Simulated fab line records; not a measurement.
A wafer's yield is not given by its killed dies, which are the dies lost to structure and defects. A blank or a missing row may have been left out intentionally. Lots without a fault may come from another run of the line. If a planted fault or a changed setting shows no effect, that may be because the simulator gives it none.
Chamber matching / flow n5-finfet / rie-diel-04 running N5_BEOL_M14_ETCH_68: 4 sister chambers
The step etches SOC in N2/H2, time 450 s. 16 wafers are shown with their chamber, then 8 later ones without.

EACH WAFER AND ITS CHAMBER
wafer=L074.1; chamber=3; drypump-motor-current-A (A)=4.8; showerhead-plenum-p-Torr (Torr)=2.43; rf-vpp-V (V)=520.5
wafer=L074.2; chamber=1; drypump-motor-current-A (A)=5.8; showerhead-plenum-p-Torr (Torr)=2.57; rf-vpp-V (V)=526.1
wafer=L074.4; chamber=2; drypump-motor-current-A (A)=4.9; showerhead-plenum-p-Torr (Torr)=2.61; rf-vpp-V (V)=526.0
wafer=L085.2; chamber=1; drypump-motor-current-A (A)=5.8; showerhead-plenum-p-Torr (Torr)=2.56; rf-vpp-V (V)=525.2
wafer=L085.3; chamber=3; drypump-motor-current-A (A)=4.9; showerhead-plenum-p-Torr (Torr)=2.42; rf-vpp-V (V)=521.4
wafer=L085.4; chamber=0; drypump-motor-current-A (A)=6.0; showerhead-plenum-p-Torr (Torr)=2.65; rf-vpp-V (V)=526.4
wafer=L087.4; chamber=0; drypump-motor-current-A (A)=6.0; showerhead-plenum-p-Torr (Torr)=2.65; rf-vpp-V (V)=526.5
wafer=L087.5; chamber=1; drypump-motor-current-A (A)=5.8; showerhead-plenum-p-Torr (Torr)=2.56; rf-vpp-V (V)=524.6
wafer=L087.6; chamber=3; drypump-motor-current-A (A)=4.9; showerhead-plenum-p-Torr (Torr)=2.42; rf-vpp-V (V)=519.8
wafer=L094.1; chamber=0; drypump-motor-current-A (A)=6.0; showerhead-plenum-p-Torr (Torr)=2.64; rf-vpp-V (V)=526.3
wafer=L094.4; chamber=2; drypump-motor-current-A (A)=4.9; showerhead-plenum-p-Torr (Torr)=2.60; rf-vpp-V (V)=525.5
wafer=L094.6; chamber=2; drypump-motor-current-A (A)=4.9; showerhead-plenum-p-Torr (Torr)=2.60; rf-vpp-V (V)=524.7
wafer=L092.4; chamber=1; drypump-motor-current-A (A)=5.8; showerhead-plenum-p-Torr (Torr)=2.56; rf-vpp-V (V)=525.3
wafer=L092.5; chamber=3; drypump-motor-current-A (A)=4.8; showerhead-plenum-p-Torr (Torr)=2.41; rf-vpp-V (V)=519.2
wafer=L092.6; chamber=2; drypump-motor-current-A (A)=4.9; showerhead-plenum-p-Torr (Torr)=2.60; rf-vpp-V (V)=524.5
wafer=L096.1; chamber=0; drypump-motor-current-A (A)=6.0; showerhead-plenum-p-Torr (Torr)=2.64; rf-vpp-V (V)=526.3

SIGNATURES (means of the wafers above)
reading=drypump-motor-current-A; chamber 0=6.000; chamber 1=5.800; chamber 2=4.900; chamber 3=4.850; scatter within a chamber=0.0289
reading=showerhead-plenum-p-Torr; chamber 0=2.6450; chamber 1=2.5625; chamber 2=2.6025; chamber 3=2.4200; scatter within a chamber=0.00612
reading=rf-vpp-V; chamber 0=526.375; chamber 1=525.300; chamber 2=525.175; chamber 3=520.225; scatter within a chamber=0.666
Rule: for a wafer and a chamber, the distance is found by dividing, reading by reading, the gap between the wafer's reading and the chamber's mean by the reading's scatter, squaring, summing and taking the root. If the next closest chamber is less than 2 further off than the closest, the wafer can't be placed; otherwise it belongs to the closest. How the scatter is found: for the shown wafers, subtract from each reading the mean of its chamber, square and add these, divide the total by (wafers less chambers), then take the root.

WAFERS WHOSE CHAMBER IS MISSING
wafer=L096.2; drypump-motor-current-A (A)=4.9; showerhead-plenum-p-Torr (Torr)=2.60; rf-vpp-V (V)=525.7
wafer=L096.3; drypump-motor-current-A (A)=5.8; showerhead-plenum-p-Torr (Torr)=2.55; rf-vpp-V (V)=523.4
wafer=L096.4; drypump-motor-current-A (A)=4.9; showerhead-plenum-p-Torr (Torr)=2.41; rf-vpp-V (V)=521.2
wafer=L096.5; drypump-motor-current-A (A)=5.8; showerhead-plenum-p-Torr (Torr)=2.55; rf-vpp-V (V)=523.5
wafer=L096.6; drypump-motor-current-A (A)=6.0; showerhead-plenum-p-Torr (Torr)=2.64; rf-vpp-V (V)=526.0
wafer=L097.3; drypump-motor-current-A (A)=5.8; showerhead-plenum-p-Torr (Torr)=2.55; rf-vpp-V (V)=524.7
wafer=L097.4; drypump-motor-current-A (A)=4.9; showerhead-plenum-p-Torr (Torr)=2.60; rf-vpp-V (V)=526.4
wafer=L097.6; drypump-motor-current-A (A)=6.1; showerhead-plenum-p-Torr (Torr)=2.64; rf-vpp-V (V)=525.9

WHICH CHAMBER EACH WENT THROUGH
wafer=L096.2; from the rows above=2; in truth=2
wafer=L096.3; from the rows above=1; in truth=1
wafer=L096.4; from the rows above=3; in truth=3
wafer=L096.5; from the rows above=1; in truth=1
wafer=L096.6; from the rows above=0; in truth=0
wafer=L097.3; from the rows above=1; in truth=1
wafer=L097.4; from the rows above=2; in truth=2
wafer=L097.6; from the rows above=0; in truth=0
Correct placement for 8 of the 8. Not placeable from these rows: 0. Wrongly placed: 0.
